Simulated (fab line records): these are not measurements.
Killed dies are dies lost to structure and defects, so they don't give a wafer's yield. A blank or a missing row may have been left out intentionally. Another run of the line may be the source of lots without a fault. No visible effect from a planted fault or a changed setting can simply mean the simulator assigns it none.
Which of the tools did it? ; flow nand-harc ; 12 lots, 36 wafers sampled, at 4 steps of a route of 1302

WHAT THE GAUGES READ, wafer by wafer
NHARC_A_CONTACT_CD_MEAS_42 targets a cd of 300 nm. Usual: cd-nm reads 299.6 nm (standard deviation 0.6).
lot;measured;on;cd-nm (nm);flag
L295;day 23 00:05;cd-sem-02;298.5 299.4 298.6;
L296;day 22 23:56;cd-sem-03;300.1 300.2 299.7;
L298;day 23 19:43;cd-sem-01;299.5 299.5 299.6;
L299;day 24 03:37;cd-sem-03;299.9 299.9 300.0;
L300;day 25 02:18;cd-sem-01;299.7 299.8 299.7;
L301;day 25 03:33;cd-sem-02;299.6 298.8 298.9;
L302;day 26 05:51;cd-sem-01;298.9 298.8 299.4;
L304;day 26 23:40;cd-sem-02;299.5 299.2 298.9;
L305;day 27 03:49;cd-sem-03;300.0 300.2 299.1;
L307;day 28 01:49;cd-sem-01;299.0 298.8 299.9;
L311;day 28 21:32;cd-sem-02;317.8 318.4 318.4;OFF
L315;day 30 21:23;cd-sem-01;314.0 315.0 315.0;OFF

NHARC_A_CONTACT_OVL_MEAS_43. Usual: overlay-x-nm -0.1 nm, standard deviation 0.78; overlay-y-nm 0.0 nm, standard deviation 0.81.
lot;measured;on;overlay-x-nm (nm);overlay-y-nm (nm);flag
L295;day 23 00:10;overlay-01;1.8 0.8 1.5;0.2 0.7 0.7;
L296;day 23 00:01;overlay-02;0.0 -0.7 0.1;-1.7 -1.8 -1.4;
L298;day 23 19:48;overlay-01;-0.7 -0.9 -0.8;-0.3 -0.2 0.2;
L299;day 24 03:42;overlay-02;-0.4 -0.7 -0.8;-1.6 -1.0 -1.8;
L300;day 25 02:23;overlay-02;0.2 0.7 0.5;0.7 0.3 0.4;
L301;day 25 03:38;overlay-01;-0.6 -0.4 -0.6;0.3 0.2 0.1;
L302;day 26 05:56;overlay-01;0.1 0.2 -0.1;0.0 0.2 0.2;
L304;day 26 23:45;overlay-02;-0.5 -0.4 -0.7;-1.3 -0.2 -1.2;
L305;day 27 03:53;overlay-01;0.4 0.4 0.7;-0.4 0.1 -0.6;
L307;day 28 01:55;overlay-01;-0.1 0.1 -0.2;-0.4 0.0 -0.7;
L311;day 28 21:38;overlay-02;0.2 -0.1 0.6;-0.2 -0.4 -0.3;
L315;day 30 21:28;overlay-02;-0.1 -0.2 -1.1;1.1 1.0 1.3;

WHAT TOOL EACH LOT RAN ON (gives the tool, then ch and the chambers of the sampled wafers, and finally the start)
lot;NHARC_A_WL_FILL_ALD_19;NHARC_A_CONTACT_EXPOSE_39
L295;ald-metal-02 ch 0,1,2, day 22 17:24;arfi-scanner-02 ch 0, day 22 23:57
L296;ald-metal-01 ch 0,2, day 22 17:25;arfi-scanner-03 ch 0, day 22 23:47
L298;ald-metal-01 ch 0,1, day 23 10:04;arfi-scanner-01 ch 0, day 23 19:35
L299;ald-metal-02 ch 0,1,3, day 23 21:17;arfi-scanner-01 ch 0, day 24 03:28
L300;ald-metal-02 ch 0,1,3, day 24 19:37;arfi-scanner-02 ch 0, day 25 02:10
L301;ald-metal-01 ch 0,1,3, day 24 19:38;arfi-scanner-03 ch 0, day 25 03:25
L302;ald-metal-02 ch 1,3, day 25 23:23;arfi-scanner-01 ch 0, day 26 05:43
L304;ald-metal-03 ch 0,1, day 26 11:42;arfi-scanner-02 ch 0, day 26 23:32
L305;ald-metal-01 ch 0,3, day 26 16:27;arfi-scanner-03 ch 0, day 27 03:40
L307;ald-metal-03 ch 0,2,3, day 27 19:20;arfi-scanner-01 ch 0, day 28 01:41
L311;ald-metal-02 ch 0,1, day 28 11:23;arfi-scanner-03 ch 0, day 28 21:24
L315;ald-metal-03 ch 0,1,2, day 30 14:53;arfi-scanner-03 ch 0, day 30 21:14
- NHARC_A_WL_FILL_ALD_19: deposits TiN, target thk 2 nm, pulse time 3 s, ald cycles 100.
- NHARC_A_CONTACT_EXPOSE_39: exposes mask A CC 3.

WHAT THE TOOLS THEMSELVES READ (means of the sampled wafers that have a number; where no wafer has one, the mark that the record gives instead)
NHARC_A_WL_FILL_ALD_19. Usual: heater-power-w 1068 W, standard deviation 85; precursor-pulse-height-rel 0.999, standard deviation 0.022.
lot;tool;heater-power-w (W);precursor-pulse-height-rel;flag
L295;ald-metal-02;1060;1.002;
L296;ald-metal-01;1087;0.998;
L298;ald-metal-01;1105;1.011;
L299;ald-metal-02;1097;0.989;
L300;ald-metal-02;1104;1.000;
L301;ald-metal-01;1119;1.004;
L302;ald-metal-02;1123;0.999;
L304;ald-metal-03;1081;1.006;
L305;ald-metal-01;1143;0.966;
L307;ald-metal-03;981;0.988;
L311;ald-metal-02;1047;0.988;
L315;ald-metal-03;1062;1.005;

NHARC_A_CONTACT_EXPOSE_39. Usual: exposure-dose-mJ-cm2 reads 58.80 (standard deviation 0.057).
lot;tool;exposure-dose-mJ-cm2;flag
L295;arfi-scanner-02;58.81;
L296;arfi-scanner-03;58.78;
L298;arfi-scanner-01;58.79;
L299;arfi-scanner-01;58.88;
L300;arfi-scanner-02;58.86;
L301;arfi-scanner-03;58.87;
L302;arfi-scanner-01;58.77;
L304;arfi-scanner-02;58.78;
L305;arfi-scanner-03;58.85;
L307;arfi-scanner-01;58.79;
L311;arfi-scanner-03;81.94;OFF
L315;arfi-scanner-03;77.29;OFF

THE ANSWER, worked out from the rows above alone
Rule: a lot is off if the mean of its wafers that have a number lies more than 3 standard deviations from the usual mean. Also off: a lot with no number at a reading for which 4 or more lots have one. The other lots that the step has rows for count as sound. After the gauges, taken in route order, come the tools' own readings; for these a lot's mean is taken, as printed above. The first step at which some lot is off is used, and at that step the reading that is off furthest; a lot without a number counts as furthest.
Off: L311, L315, at NHARC_A_CONTACT_CD_MEAS_42 (cd-nm).
If a tool, at a process step before that reading, ran all the lots that are off and no sound lot after the first of them, it fits. The gauges at NHARC_A_CONTACT_CD_MEAS_42 aren't tried: what is off there is off at NHARC_A_CONTACT_EXPOSE_39 too, on other tools, and a gauge's error can't cause that. One fits: NHARC_A_CONTACT_EXPOSE_39 on arfi-scanner-03. Its last sound lot is L305 (day 27 03:40), its first lot that is off L311 (day 28 21:24): a fault that began between those two fits.
On the lots that are off, the tool's own readings at NHARC_A_CONTACT_EXPOSE_39 differ by more than 5 times the standard deviation of the sound lots' means, which bears it out; exposure-dose-mJ-cm2 reads 79.62 there versus 58.82 on the sound lots.

WHAT WAS PUT IN BY THE SIMULATOR
Process parameter drift: arfi-scanner-03, from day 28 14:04 on, at NHARC_A_CONTACT_EXPOSE_39. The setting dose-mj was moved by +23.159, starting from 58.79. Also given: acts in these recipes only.
Shown lots that were struck: L311, L315. The rule above found the same.
